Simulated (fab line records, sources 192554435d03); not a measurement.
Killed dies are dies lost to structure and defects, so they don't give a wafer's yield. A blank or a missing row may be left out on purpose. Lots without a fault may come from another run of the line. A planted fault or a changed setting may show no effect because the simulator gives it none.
A struck lot beside a sound one | flow n5_finfet | 17 steps out of a route of 1938
Sound: wafers L213.1, L213.3, L213.4. Struck: wafers L233.3, L233.4, L233.6. The cause comes at the end.
At each step with rows: each side's tool, then ch and its chambers, then its first start. Under that, the readings that differ: sound wafers | struck wafers | difference of the means | sigmas: that difference in standard deviations of wafers without a fault.
alike: readings whose means differ by less than 2 such deviations, and words and numbers that are the same on both sides. not compared: withheld readings, readings that some wafer has no value for, bounds like >300 that may hide the same value, and numbers for which the record gives no deviation and whose values overlap.
The two part at a step that has a row with sigmas, a row that says differs or no value, or rows on one side only. Numbers that don't overlap but have no deviation are shown without sigmas and don't part them. A reading that every wafer of one side lacks parts them only if that side has two wafers or more.

first, 2 steps without rows for these wafers: N5_DUMMY_GATE_ETCH_29 (etches underlayer in N2/H2, target depth 13 nm); N5_DUMMY_GATE_ETCH_36 (etches SiARC in CF4, target depth 13 nm).
N5_DUMMY_GATE_ETCH_37: etches SOC in N2/H2, target depth 60 nm, overetch 30 nm.
  sound on rie_diel-01 ch 0,2, day 3 03:17; struck on rie_diel-01 ch 2,3, day 7 23:32
  alike: drypump_motor_current_A, n2_flow_sccm, oes_product_au, rf_vpp_V, showerhead_plenum_p_Torr, throttle_valve_pct
  not compared: rf_hours_counter_h
then, 3 steps without rows for these wafers: N5_DUMMY_GATE_STRIP_38 (strips in N2/H2); N5_DUMMY_GATE_STRIP_39 (strips in N2/H2); N5_DUMMY_GATE_TRIM_49 (chemistry O2, time 29 s, target cd 14 nm).
N5_DUMMY_GATE_STRIP_40: strips in CF4.
  sound on rie_diel-06 ch 2,3, day 3 03:28; struck on rie_diel-01 ch 2,3, day 7 23:43
  alike: drypump_motor_current_A, oes_product_au, rf_vpp_V, showerhead_plenum_p_Torr, throttle_valve_pct
  not compared: rf_hours_counter_h
N5_DUMMY_GATE_CD_MEAS_50: target cd 14 nm.
  sound on cd_sem-03, day 3 03:31; struck on cd_sem-01, day 7 23:46
  reading    | sound          | struck         | difference | sigmas
  cd_nm (nm) | 14.4 14.4 14.3 | 13.6 13.9 13.1 | -0.8       | -2
N5_DUMMY_GATE_ETCH_31: etches SiO2 in C4F6/O2, target depth 82.5 nm, time 27.5 s.
  sound on rie_diel-06 ch 1,2, day 3 03:34; struck on rie_diel-03 ch 1,2, day 8 00:03
  alike: drypump_motor_current_A, oes_product_au, rf_vpp_V, showerhead_plenum_p_Torr, throttle_valve_pct
  not compared: rf_hours_counter_h
then, 1 step without rows for these wafers: N5_DUMMY_GATE_STRIP_41 (strips in O2).
N5_DUMMY_GATE_HM_OPEN_21: chemistry CH3F/O2, target SiNx, target depth 120 nm, time 171.4 s.
  sound on rie_diel-06 ch 1,2, day 3 03:39; struck on rie_diel-03 ch 1,2, day 8 00:08
  alike: drypump_motor_current_A, oes_product_au, rf_vpp_V, showerhead_plenum_p_Torr, throttle_valve_pct
  not compared: rf_hours_counter_h
N5_DUMMY_GATE_ETCH_32: etches SiO2 in CF4, target depth 3.5 nm, time 3.9 s.
  sound on rie_si-04 ch 1,2,3, day 3 03:49; struck on rie_si-03 ch 1,2,3, day 8 00:18
  alike: drypump_motor_current_A, oes_product_au, throttle_valve_pct
  not compared: rf_hours_counter_h
N5_DUMMY_GATE_ETCH_23: etches poly-Si in HBr/Cl2/O2, target depth 41 nm, time 22.3 s.
  sound on rie_si-04 ch 1,2,3, day 3 03:51; struck on rie_si-03 ch 1,2,3, day 8 00:20
  reading                  | sound             | struck            | difference | sigmas
  oes_product_au (a.u.)    | 1.028 1.020 1.014 | 1.435 1.438 1.403 | +0.405     | +22
  model.etch.depth_nm (nm) | 41.64 41.68 42.03 | 66.93 66.48 64.88 | +24.31     |
  alike: drypump_motor_current_A, throttle_valve_pct
  not compared: rf_hours_counter_h, model.SiO2_of_DUMMY_GATE_PECVD_30.thk_nm
N5_DUMMY_GATE_ETCH_44: etches poly-Si in HBr/O2, stops on SiO2, target depth 127.5 nm.
  sound on rie_si-04 ch 1,2,3, day 3 03:54; struck on rie_si-03 ch 1,2,3, day 8 00:23
  alike: drypump_motor_current_A, oes_product_au, throttle_valve_pct
  not compared: rf_hours_counter_h, model.SiO2_of_DUMMY_GATE_PECVD_30.thk_nm
N5_DUMMY_GATE_CD_MEAS_24: target cd 15 nm.
  sound on cd_sem-03, day 3 04:01; struck on cd_sem-03, day 8 00:30
  alike: cd_nm
-- the record jumps here: 6 days lie between the struck wafers' starts before and after (it left off in module DUMMY_GATE and takes up again in module BEOL_M4, whose first step shown is number 1111 of the route) --
N5_BEOL_M4_RC_MEAS_101:
  sound on prober-01 ch 0, day 9 11:01; struck on prober-01 ch 0, day 14 07:25
  alike: DIBL_N, DIBL_P, IOFF_N, IOFF_P, ION_N, ION_P, SS_N, SS_P, VT_N, VT_P
-- the record jumps here: 5 days lie between the struck wafers' starts before and after (it left off in module BEOL_M4 and takes up again in module PASSIVATION, whose first step shown is number 1936 of the route) --
N5_PASSIVATION_PROBE_49:
  sound on prober-01, day 14 05:11; struck on prober-02, day 19 06:38
  reading                 | sound       | struck      | difference | sigmas
  sort_bin_5_function (%) | 5.3 5.8 4.9 | 2.4 5.2 2.7 | -1.9       | -2
  alike: defect_limited_yield, killed_at_M0_to_M3, killed_at_M4_up, killed_at_contacts, killed_at_front_end, killed_at_other, killed_dies, killed_open, killed_short, sort_bin_6_memory, sort_n_pass, sort_yield_pct

WHERE THEY PART
First at N5_DUMMY_GATE_CD_MEAS_50; last, within this record, at N5_PASSIVATION_PROBE_49.

WHY: what the simulator had put in
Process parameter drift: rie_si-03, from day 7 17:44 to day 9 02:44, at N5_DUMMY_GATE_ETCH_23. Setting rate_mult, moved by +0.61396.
